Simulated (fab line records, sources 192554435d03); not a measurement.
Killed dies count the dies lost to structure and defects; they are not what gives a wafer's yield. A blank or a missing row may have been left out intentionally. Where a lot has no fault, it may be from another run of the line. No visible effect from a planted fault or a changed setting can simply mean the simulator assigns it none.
fab line records    flow n5Finfet    part 1 of 2: steps 1 to 4 of 6
[record] lots = 22  wafers = 66  lastDay = 17
route steps=1938 shown BEOL_M0_SAQP@634 BEOL_M0_CUTY@713 BEOL_M0@716
lots that met no fault: taken from a fault-free run of the same line
startH: hours from the record's opening day to when the first of the lot's shown wafers began    waitH: time in hours since the lot's previous step    " repeats the value in the row above    L1.1+2: one row covering several wafers at once    - value missing, or start not given    * or withheld: withheld    < > ~ a bound
route shown NAME@n: NAME is a module with steps in the file, n the number in the route of the first one    usual: average and standard deviation across the fault-free wafers    same: alike in all rows    chamber/n: place in a boat    sites: the reading at each site    _std_site: how widely they spread, as a standard deviation    _edge_site: the outer-site mean with the inner-site mean subtracted    radiusMm: for every site, how far away it sits from the centre of the wafer    mask NAME#n: copy n    behind: the tool/chamber that last shaped the wafer    hold: what put the lot on hold/how long, in hours/how the hold closed    device: names the non-switching transistor (n, p or np)    end of line: the same wafers' tests at the end of the route    where a step has no rows: the recipe by itself    killed: at the first sort, the dies lost to defects and structure; wafer yield is something else    map: per-die view of a wafer (x killed, . not killed, _ where there is no die)
set.NAME: the setting that was run; set.NAME@STEP: the one run at that earlier step    model.NAME: the simulator's own value behind a step, which no gauge read
the route's steps for a sample of lots (tables are steps, rows are wafers)
services: the hour from which a tool's chamber was out of use, counted from the record's first day as startH (under 0 if before that day), plus the number of hours and why
[[steps]]
[step N5_BEOL_M0_SAQP_HM_DEP_02]
[recipe] material = TiN  targetThkA = 120  tempC = 25  chamberPressurePa = 0.49996
[usual] substrateTempC = 25.00/0.1  throttleValvePct = 29.5/0.9
lot.wafer  tool           chamber  startH  waitH  substrateTempC  throttleValvePct
L075.2     pvdSputter-03  -        116.19  1.9    24.86           29.2
L075.5     "              -        "       "      25.01           30.3
L075.6     "              -        "       "      24.85           28.9
L076.3     pvdSputter-03  -        119.38  1.5    25.00           30.7
L076.4     "              -        "       "      24.83           28.9
L076.6     "              -        "       "      24.95           30.5
L077.2     pvdSputter-03  -        128.12  0.1    24.86           30.4
L077.4     "              -        "       "      25.07           28.9
L077.6     "              -        "       "      25.05           29.1
L074.1     pvdSputter-01  -        131.89  0.9    24.90           27.4
L074.3     "              -        "       "      25.11           29.8
L074.5     "              -        "       "      24.96           29.7
L078.4     pvdSputter-03  -        134.03  0.0    24.97           28.9
L078.5     "              -        "       "      25.20           29.7
L078.6     "              -        "       "      25.04           30.4
L079.1     pvdSputter-01  -        134.04  0.0    24.79           27.5
L079.3     "              -        "       "      25.36           29.9
L079.5     "              -        "       "      25.15           29.2
L080.2     pvdSputter-01  -        141.25  1.0    25.05           29.0
L080.3     "              -        "       "      25.10           29.9
L080.6     "              -        "       "      25.00           29.8
L081.1     pvdSputter-02  -        147.79  1.8    24.99           28.8
L081.4     "              -        "       "      24.97           30.5
L081.5     "              -        "       "      25.11           30.7
L082.2     pvdSputter-01  -        159.59  0.1    25.10           29.6
L082.4     "              -        "       "      25.21           27.7
L082.5     "              -        "       "      24.92           29.8
L083.1     pvdSputter-01  -        169.32  2.4    24.91           27.4
L083.3     "              -        "       "      25.04           30.0
L083.4     "              -        "       "      24.93           29.7
L084.1     pvdSputter-01  -        170.52  0.6    24.98           27.5
L084.2     "              -        "       "      25.00           29.3
L084.4     "              -        "       "      25.06           29.8
L085.2     pvdSputter-02  -        176.97  0.8    25.10           29.4
L085.3     "              -        "       "      25.10           30.6
L085.6     "              -        "       "      25.17           29.7
L086.2     pvdSputter-03  -        185.10  1.0    25.07           30.3
L086.4     "              -        "       "      24.97           30.5
L086.5     "              -        "       "      25.14           30.4
L087.1     pvdSputter-03  -        190.90  3.0    25.01           28.9
L087.5     "              -        "       "      24.97           29.9
L087.6     "              -        "       "      25.10           30.4
L088.4     pvdSputter-01  -        193.13  1.1    24.81           27.5
L088.5     "              -        "       "      24.98           29.7
L088.6     "              -        "       "      25.12           27.3
L089.2     pvdSputter-01  -        197.61  1.9    25.03           29.5
L089.5     "              -        "       "      25.02           29.5
L089.6     "              -        "       "      25.06           29.6
L090.2     pvdSputter-02  -        205.48  0.1    24.93           30.7
L090.3     "              -        "       "      24.90           30.4
L090.5     "              -        "       "      24.97           30.7
L092.2     pvdSputter-01  -        213.41  1.2    24.88           30.0
L092.4     "              -        "       "      25.12           29.7
L092.5     "              -        "       "      25.04           29.5
L093.2     pvdSputter-01  -        220.34  1.5    24.99           29.1
L093.3     "              -        "       "      25.01           27.6
L093.6     "              -        "       "      25.08           29.2
L094.2     pvdSputter-01  -        224.27  0.1    24.85           27.3
L094.3     "              -        "       "      24.95           29.9
L094.5     "              -        "       "      25.17           29.7
L095.2     pvdSputter-02  -        236.96  1.2    25.08           30.4
L095.4     "              -        "       "      24.78           29.6
L095.5     "              -        "       "      25.04           30.7
L096.1     pvdSputter-03  -        239.32  0.6    25.11           29.6
L096.4     "              -        "       "      25.04           29.1
L096.6     "              -        "       "      25.05           30.4
[step N5_BEOL_M0_SAQP_PECVD_03]
[recipe] material = SiCN  targetThkA = 120  tempC = withheld  precursor = 3MS/NH3  pressureTorr = 3  rfW = 202  timeS = 21.1
[usual] showerheadPlenumPTorr = 3.668/0.016  throttleValvePct = 9.2/0.47
lot.wafer  tool      chamber  startH  waitH  showerheadPlenumPTorr  throttleValvePct
L075.2     pecvd-03  2        116.31  0.1    3.670                  8.5
L075.5     "         0        "       "      3.683                  9.2
L075.6     "         2        "       "      3.667                  8.6
L076.3     pecvd-02  1        119.50  0.1    3.662                  9.7
L076.4     "         0        "       "      3.682                  8.2
L076.6     "         2        "       "      3.682                  8.7
L077.2     pecvd-02  1        128.24  0.1    3.665                  9.7
L077.4     "         0        "       "      3.687                  8.2
L077.6     "         1        "       "      3.656                  9.7
L074.1     pecvd-04  0        132.01  0.1    3.669                  9.0
L074.3     "         1        "       "      3.632                  9.1
L074.5     "         1        "       "      3.634                  9.5
L078.4     pecvd-04  0        134.17  0.1    3.650                  9.4
L078.5     "         2        "       "      3.660                  9.8
L078.6     "         1        "       "      3.634                  9.7
L079.1     pecvd-03  1        134.18  0.1    3.680                  9.5
L079.3     "         2        "       "      3.662                  8.6
L079.5     "         2        "       "      3.673                  8.9
L080.2     pecvd-03  0        141.37  0.1    3.683                  9.6
L080.3     "         1        "       "      3.665                  9.5
L080.6     "         2        "       "      3.670                  8.8
L081.1     pecvd-03  1        147.91  0.1    3.674                  9.1
L081.4     "         1        "       "      3.674                  9.4
L081.5     "         2        "       "      3.664                  8.8
L082.2     pecvd-03  1        159.71  0.1    3.663                  9.5
L082.4     "         2        "       "      3.673                  8.6
L082.5     "         1        "       "      3.680                  9.2
L083.1     pecvd-02  1        169.44  0.1    3.660                  9.4
L083.3     "         0        "       "      3.681                  8.4
L083.4     "         2        "       "      3.682                  8.6
L084.1     pecvd-03  2        170.64  0.1    3.673                  8.9
L084.2     "         1        "       "      3.674                  9.3
L084.4     "         0        "       "      3.678                  9.2
L085.2     pecvd-03  1        177.09  0.1    3.679                  9.4
L085.3     "         0        "       "      3.688                  9.3
L085.6     "         2        "       "      3.667                  8.8
L086.2     pecvd-02  0        185.22  0.1    3.685                  8.7
L086.4     "         0        "       "      3.685                  8.5
L086.5     "         1        "       "      3.663                  9.8
L087.1     pecvd-04  1        191.02  0.1    3.623                  9.3
L087.5     "         1        "       "      3.633                  9.7
L087.6     "         2        "       "      3.657                  9.9
L088.4     pecvd-02  2        193.26  0.1    3.686                  8.9
L088.5     "         0        "       "      3.678                  8.4
L088.6     "         1        "       "      3.665                  9.5
L089.2     pecvd-02  0        197.73  0.1    3.682                  8.4
L089.5     "         2        "       "      3.684                  8.8
L089.6     "         0        "       "      3.680                  8.3
L090.2     pecvd-04  1        205.60  0.1    3.629                  9.6
L090.3     "         2        "       "      3.657                  10.2
L090.5     "         1        "       "      3.631                  9.8
L092.2     pecvd-04  2        213.54  0.1    3.664                  10.0
L092.4     "         2        "       "      3.655                  9.9
L092.5     "         1        "       "      3.625                  9.2
L093.2     pecvd-02  0        220.46  0.1    3.699                  8.5
L093.3     "         1        "       "      3.657                  9.4
L093.6     "         0        "       "      3.685                  8.8
L094.2     pecvd-03  2        224.39  0.1    3.677                  8.8
L094.3     "         0        "       "      3.679                  9.5
L094.5     "         0        "       "      3.677                  9.4
L095.2     pecvd-04  0        237.08  0.1    3.656                  9.0
L095.4     "         1        "       "      3.625                  9.6
L095.5     "         2        "       "      3.663                  10.2
L096.1     pecvd-04  0        239.44  0.1    3.663                  9.1
L096.4     "         2        "       "      3.653                  9.9
L096.6     "         1        "       "      3.637                  9.5
[step N5_BEOL_M0_SAQP_ETCH_83]
[recipe] chemistry = CF4  target = SiARC  targetDepthA = 390  maskMaterial = CAR-ArF  timeS = 65  ionEnergyEv = 80  pressureMtorr = 40  sourceW = 545  biasW = 36  Ar_flow_sccm = 100  cf4FlowSccm = 100  ends = cleared
[usual] drypumpMotorCurrentA = 5.9/0.52  etchRfOnTimeS = 65.4/2.3  oesProductAu = 0.68/0.073  rfVppV = 184.1/1.1  showerheadPlenumPTorr = 2.15/0.063  throttleValvePct = 15.55/0.24
lot.wafer  tool        chamber  startH  waitH  drypumpMotorCurrentA  etchRfOnTimeS  oesProductAu  rfHoursCounterH  rfVppV  showerheadPlenumPTorr  throttleValvePct
L075.2     rieDiel-02  0        117.15  0.0    5.6                   67.4           0.59          229              185.2   2.18                   15.82
L075.5     "           1        "       "      5.4                   64.8           0.66          -                183.7   2.15                   15.58
L075.6     "           0        "       "      5.6                   66.6           0.59          -                184.4   2.18                   15.83
L076.3     rieDiel-02  3        120.40  0.0    6.0                   68.0           0.61          156              184.4   2.15                   15.93
L076.4     "           1        "       "      5.3                   64.7           0.65          -                183.4   2.14                   15.55
L076.6     "           0        "       "      5.6                   67.1           0.59          -                185.6   2.18                   15.83
L077.2     rieDiel-04  2        128.93  0.0    5.7                   69.7           0.62          149              183.5   2.06                   15.45
L077.4     "           0        "       "      6.1                   68.7           0.62          163              185.6   2.22                   15.69
L077.6     "           3        "       "      6.6                   64.2           0.70          -                182.2   2.08                   15.40
L074.1     rieDiel-04  2        132.83  0.0    5.6                   68.5           0.63          151              182.1   2.06                   15.48
L074.3     "           1        "       "      5.0                   62.7           0.79          16               184.3   2.18                   15.45
L074.5     "           3        "       "      6.6                   63.1           0.71          -                181.6   2.08                   15.42
L078.4     rieDiel-04  3        135.60  0.0    6.6                   64.2           0.70          -                182.7   2.08                   15.41
L078.5     "           1        "       "      5.0                   62.9           0.78          -                184.9   2.18                   15.43
L078.6     "           2        "       "      5.7                   68.7           0.62          -                184.0   2.06                   15.47
L079.1     rieDiel-02  2        135.93  0.0    6.2                   62.5           0.82          2                186.2   2.29                   15.36
L079.3     "           3        "       "      6.0                   66.9           0.61          162              182.8   2.14                   15.94
L079.5     "           3        "       "      6.0                   67.2           0.61          -                184.2   2.14                   15.96
L080.2     rieDiel-04  2        142.11  0.0    5.7                   68.6           0.63          156              184.0   2.06                   15.47
L080.3     "           3        "       "      6.6                   63.0           0.70          121              183.6   2.08                   15.43
L080.6     "           1        "       "      5.0                   62.9           0.78          -                183.6   2.18                   15.47
L081.1     rieDiel-01  1        148.83  0.0    6.4                   66.9           0.76          33               184.4   2.18                   15.62
L081.4     "           2        "       "      6.8                   63.1           0.68          116              182.5   2.08                   15.27
L081.5     "           3        "       "      6.3                   66.9           0.63          -                184.3   2.12                   15.34
L082.2     rieDiel-02  0        160.57  0.0    5.6                   65.8           0.59          245              183.9   2.17                   15.85
L082.4     "           3        "       "      6.0                   67.6           0.60          -                184.5   2.14                   15.98
L082.5     "           0        "       "      5.6                   66.4           0.58          -                185.0   2.17                   15.85
L083.1     rieDiel-01  0        170.27  0.0    5.1                   62.0           0.77          33               185.7   2.09                   15.20
L083.3     "           2        "       "      6.8                   63.1           0.68          122              182.6   2.07                   15.29
L083.4     "           1        "       "      6.3                   66.0           0.75          39               183.9   2.18                   15.63
L084.1     rieDiel-02  3        171.46  0.0    6.0                   66.3           0.61          175              184.2   2.14                   15.98
L084.2     "           2        "       "      6.2                   62.1           0.78          16               184.5   2.28                   15.39
L084.4     "           0        "       "      5.6                   65.2           0.59          -                184.1   2.17                   15.84
L085.2     rieDiel-02  3        177.91  0.0    6.0                   69.1           0.60          177              184.4   2.14                   15.98
L085.3     "           2        "       "      6.2                   63.6           0.76          18               185.1   2.28                   15.39
L085.6     "           1        "       "      5.4                   63.7           0.64          -                183.0   2.14                   15.60
L086.2     rieDiel-02  2        186.04  0.0    6.2                   62.1           0.78          22               185.2   2.28                   15.40
L086.4     "           3        "       "      6.0                   68.3           0.60          -                183.7   2.14                   16.00
L086.5     "           2        "       "      6.2                   62.4           0.77          -                186.1   2.28                   15.39
L087.1     rieDiel-01  3        191.86  0.0    6.3                   68.2           0.62          183              182.7   2.12                   15.35
L087.5     "           2        "       "      6.8                   63.8           0.66          -                184.1   2.07                   15.30
L087.6     "           3        "       "      6.3                   68.9           0.62          -                184.2   2.12                   15.35
L088.4     rieDiel-04  1        194.11  0.0    5.0                   63.4           0.75          37               184.6   2.18                   15.48
L088.5     "           0        "       "      6.0                   68.5           0.61          -                185.2   2.22                   15.72
L088.6     "           3        "       "      6.7                   62.4           0.69          -                183.9   2.07                   15.45
L089.2     rieDiel-01  0        198.54  0.0    5.1                   61.7           0.76          41               181.7   2.09                   15.22
L089.5     "           0        "       "      5.1                   61.2           0.76          -                184.2   2.09                   15.24
L089.6     "           1        "       "      6.4                   66.4           0.74          -                184.6   2.18                   15.65
L090.2     rieDiel-01  2        206.41  0.0    6.8                   63.9           0.66          134              183.3   2.07                   15.32
L090.3     "           3        "       "      6.3                   68.0           0.62          187              183.8   2.12                   15.35
L090.5     "           0        "       "      5.1                   61.8           0.75          -                183.5   2.09                   15.21
L092.2     rieDiel-04  1        214.23  0.0    5.0                   62.7           0.75          43               184.4   2.17                   15.49
L092.4     "           3        "       "      6.7                   63.6           0.68          142              182.9   2.07                   15.46
L092.5     "           0        "       "      6.1                   67.6           0.62          -                183.7   2.22                   15.72
L093.2     rieDiel-02  1        221.16  0.0    5.3                   64.6           0.64          174              183.1   2.14                   15.62
L093.3     "           3        "       "      6.0                   67.8           0.59          191              182.8   2.13                   16.01
L093.6     "           3        "       "      6.0                   67.6           0.59          -                184.3   2.13                   16.01
L094.2     rieDiel-02  1        225.21  0.0    5.4                   64.5           0.64          175              183.5   2.14                   15.65
L094.3     "           0        "       "      5.5                   67.1           0.79          11               184.1   2.17                   15.39
L094.5     "           2        "       "      6.2                   62.9           0.75          -                185.2   2.27                   15.41
L095.2     rieDiel-01  3        238.78  0.0    6.3                   67.7           0.61          197              183.6   2.11                   15.36
L095.4     "           0        "       "      5.1                   62.1           0.74          55               181.7   2.08                   15.26
L095.5     "           0        "       "      5.1                   61.6           0.75          -                183.2   2.08                   15.25
L096.1     rieDiel-02  2        240.26  0.0    6.2                   63.1           0.74          37               185.0   2.27                   15.44
L096.4     "           0        "       "      5.6                   67.2           0.78          16               184.4   2.17                   15.38
L096.6     "           2        "       "      6.2                   63.1           0.75          -                185.9   2.27                   15.42
[step N5_BEOL_M0_CUTY_ETCH_63]
[recipe] chemistry = N2/H2  target = SOC  targetDepthA = 827  overetchA = 165  maskMaterial = SiARC  tempC = 40  ionEnergyEv = 200  timeS = 124  pressureMtorr = 30  sourceW = 840  biasW = 150  n2FlowSccm = 200  h2FlowSccm = 200
[usual] drypumpMotorCurrentA = 5.4/0.53  oesProductAu = 0.65/0.081  rfVppV = 523.9/1.8  showerheadPlenumPTorr = 2.55/0.071  throttleValvePct = 17.90/0.23
lot.wafer  tool        chamber  startH  waitH  drypumpMotorCurrentA  oesProductAu  rfHoursCounterH  rfVppV  showerheadPlenumPTorr  throttleValvePct
L075.2     rieDiel-03  2        124.02  0.0    5.8                   0.77          15               525.3   2.62                   17.86
L075.5     "           3        "       "      5.5                   0.59          -                526.2   2.65                   18.31
L075.6     "           1        "       "      5.9                   0.56          -                522.6   2.49                   18.12
L076.3     rieDiel-06  2        126.88  0.0    4.7                   0.56          234              523.0   2.49                   18.02
L076.4     "           0        "       "      5.2                   0.77          14               525.2   2.61                   17.57
L076.6     "           2        "       "      4.7                   0.56          -                522.7   2.49                   18.03
L077.2     rieDiel-06  0        134.92  0.0    5.3                   0.76          17               524.8   2.61                   17.60
L077.4     "           2        "       "      4.7                   0.56          237              521.9   2.49                   18.03
L077.6     "           2        "       "      4.7                   0.56          -                522.7   2.49                   18.04
L074.1     rieDiel-05  1        141.46  0.0    5.1                   0.72          20               523.2   2.59                   17.60
L074.3     "           0        "       "      5.9                   0.73          31               522.5   2.47                   17.64
L074.5     "           1        "       "      5.1                   0.74          -                527.1   2.59                   17.58
L078.4     rieDiel-03  2        141.69  0.1    5.8                   0.75          -                525.0   2.62                   17.85
L078.5     "           0        "       "      6.3                   0.56          -                522.9   2.51                   18.19
L078.6     "           3        "       "      5.5                   0.58          -                526.0   2.64                   18.34
L079.1     rieDiel-03  2        141.91  0.0    5.8                   0.76          24               525.5   2.62                   17.87
L079.3     "           3        "       "      5.5                   0.58          227              526.3   2.64                   18.33
L079.5     "           3        "       "      5.5                   0.58          -                525.7   2.64                   18.32
L080.2     rieDiel-03  3        148.15  0.0    5.5                   0.58          230              525.8   2.64                   18.33
L080.3     "           2        "       "      5.8                   0.76          27               526.6   2.62                   17.88
L080.6     "           0        "       "      6.3                   0.57          -                523.0   2.51                   18.19
L081.1     rieDiel-06  2        154.52  0.0    4.7                   0.56          245              520.8   2.49                   18.05
L081.4     "           0        "       "      5.2                   0.74          24               525.4   2.61                   17.60
L081.5     "           2        "       "      4.7                   0.55          -                524.2   2.49                   18.06
L082.2     rieDiel-06  1        166.31  0.0    5.9                   0.57          225              524.8   2.48                   17.99
L082.4     "           2        "       "      4.7                   0.56          250              522.1   2.49                   18.07
L082.5     "           1        "       "      5.9                   0.56          -                522.9   2.48                   18.00
L083.1     rieDiel-05  1        176.33  0.0    5.0                   0.71          33               525.4   2.59                   17.60
L083.3     "           0        "       "      5.9                   0.72          42               521.6   2.46                   17.65
L083.4     "           2        "       "      4.8                   0.61          166              520.6   2.41                   17.89
L084.1     rieDiel-03  0        178.70  0.0    6.3                   0.81          2                522.0   2.51                   17.85
L084.2     "           1        "       "      5.9                   0.76          14               522.8   2.48                   17.63
L084.4     "           3        "       "      5.5                   0.58          241              525.4   2.64                   18.35
L085.2     rieDiel-05  3        186.35  0.0    6.1                   0.58          201              523.7   2.53                   18.16
L085.3     "           0        "       "      5.9                   0.71          46               520.9   2.46                   17.65
L085.6     "           3        "       "      6.1                   0.58          -                522.9   2.53                   18.16
L086.2     rieDiel-06  1        193.34  0.0    5.8                   0.56          238              523.9   2.47                   18.02
L086.4     "           3        "       "      4.8                   0.57          216              524.7   2.62                   18.04
L086.5     "           3        "       "      4.8                   0.57          -                526.0   2.62                   18.02
L087.1     rieDiel-06  0        198.67  0.0    5.2                   0.72          44               523.8   2.60                   17.63
L087.5     "           3        "       "      4.8                   0.57          -                525.9   2.62                   18.04
L087.6     "           0        "       "      5.2                   0.71          -                525.6   2.60                   17.62
L088.4     rieDiel-06  2        200.58  0.0    4.7                   0.78          3                523.9   2.48                   17.62
L088.5     "           3        "       "      4.8                   0.57          -                525.9   2.62                   18.04
L088.6     "           2        "       "      4.7                   0.77          -                522.5   2.48                   17.63
L089.2     rieDiel-06  2        205.10  0.0    4.7                   0.77          5                523.7   2.48                   17.62
L089.5     "           0        "       "      5.2                   0.71          -                524.6   2.60                   17.65
L089.6     "           3        "       "      4.8                   0.57          -                526.1   2.62                   18.06
L090.2     rieDiel-03  2        211.73  0.0    5.8                   0.71          52               525.0   2.60                   17.91
L090.3     "           0        "       "      6.3                   0.77          14               523.1   2.50                   17.88
L090.5     "           1        "       "      5.9                   0.73          -                522.2   2.48                   17.66
L092.2     rieDiel-06  1        219.57  0.0    5.9                   0.55          248              523.5   2.47                   18.03
L092.4     "           2        "       "      4.7                   0.75          10               522.8   2.48                   17.63
L092.5     "           0        "       "      5.3                   0.71          -                525.7   2.60                   17.64
L093.2     rieDiel-05  0        227.61  0.0    5.9                   0.70          62               522.0   2.45                   17.69
L093.3     "           1        "       "      5.1                   0.68          52               525.7   2.58                   17.65
L093.6     "           3        "       "      6.1                   0.58          -                522.7   2.52                   18.18
L094.2     rieDiel-05  0        231.81  0.0    5.9                   0.69          65               520.9   2.45                   17.69
L094.3     "           3        "       "      6.1                   0.58          219              522.9   2.52                   18.17
L094.5     "           0        "       "      5.9                   0.69          -                521.0   2.45                   17.69
L095.2     rieDiel-06  3        244.92  0.0    4.8                   0.56          230              524.8   2.62                   18.05
L095.4     "           2        "       "      4.7                   0.75          -                521.9   2.48                   17.64
L095.5     "           3        "       "      4.9                   0.56          -                524.2   2.62                   18.07
L096.1     rieDiel-05  0        246.14  0.0    5.9                   0.68          70               521.5   2.45                   17.69
L096.4     "           1        "       "      5.1                   0.67          61               525.7   2.57                   17.66
L096.6     "           3        "       "      6.1                   0.58          -                523.8   2.52                   18.17
